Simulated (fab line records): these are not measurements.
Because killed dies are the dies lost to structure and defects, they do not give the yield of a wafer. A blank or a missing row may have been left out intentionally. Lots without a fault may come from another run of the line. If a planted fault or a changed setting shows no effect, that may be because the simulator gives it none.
Problem report, 8D (eight disciplines) form, completed by code -- flow nand_harc -- the parts of the form that need people (team, actions taken, sign-off) are left out

## 1. WHAT IS WRONG
At NHARC_END_SORT_01, killed_at_array averages 674 over 6 wafers from 2 lots, while fault-free wafers read 27, standard deviation 11. Measured from the usual mean, that is +59 standard deviations.
First observed at day 21 12:30: wafer L875.4, on prober-01. At this step, 6 wafers from 2 lots have a number in the record. Rule for "out", or "out of limits": more than 4 standard deviations from the usual mean. The other wafers with a number count as sound.

## 2. WHAT IT IS AND WHAT IT IS NOT
question,is,is not
which readings at this step,"killed_at_array, killed_dies","killed_at_other, killed_at_periphery, killed_open, killed_short"
which lots,"L873, L875",-
which wafers of those lots,all that have a number,-
read on which gauges,"prober-01, prober-02",-
when,from day 21 12:30,up to then (0 sound wafers)

## 3. SUSPECTS, AND WHAT RULES EACH OUT
Counting: a tool at any process step up to the reading remains a suspect when it ran all the lots that are out and ran no sound lot after the first of those.
- the gauge at NHARC_END_SORT_01 is ruled out. Those wafers that are out were read across 2 gauges (prober-01, prober-02).
- wet_bench-07 at NHARC_A_ZERO_WELL_STRIP_14 (strips in SPM, time 900 s): kept. It ran every lot that is out, first L873 (day 8 02:57), and no sound lot after that.
Left after counting: wet_bench-07 at NHARC_A_ZERO_WELL_STRIP_14.

## 4. THE CAUSE (what the simulator had put in)
Step skipped in full: wet_bench-07, at NHARC_A_ZERO_WELL_STRIP_14, from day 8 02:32 onward. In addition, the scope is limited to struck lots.
After counting, this tool was the only one left.

## 5. SEQUENCE OF EFFECTS, ordered by route
Each row: a reading whose mean over the struck wafers that have a number lies more than 3 standard deviations from the usual. Scope: only readings with a usual standard deviation given in the record; hours: median across lots of the time from each lot's start at the first step in this table that gives one to its start at this step; sigmas: change in usual standard deviations.
hours,step,reading,usual,on struck wafers,change,sigmas
0,NHARC_END_SORT_01,killed_at_array,27,674,+647,+59
0,NHARC_END_SORT_01,killed_dies,31,677,+646,+54
Readings that are blank on the struck wafers while sound wafers have them: bath_guard_temp_C at NHARC_A_ZERO_WELL_STRIP_14; bath_heat_duty_pct at NHARC_A_ZERO_WELL_STRIP_14.

## 6. HOW IT WOULD HAVE BEEN CAUGHT EARLIER
322 hours passed between the start of the fault at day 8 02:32 and the first reading out of limits at a measuring or inspecting step in this record, taken at day 21 12:30.
At NHARC_A_ZERO_WELL_STRIP_14 the tool's readings are blank on the struck wafers, where sound wafers have them: an empty tool record is the first sign, and it was there at once.
By day 21 12:30, every lot that is out (2) had started NHARC_A_ZERO_WELL_STRIP_14 on wet_bench-07. A hold on the tool at that time would have spared none of them.
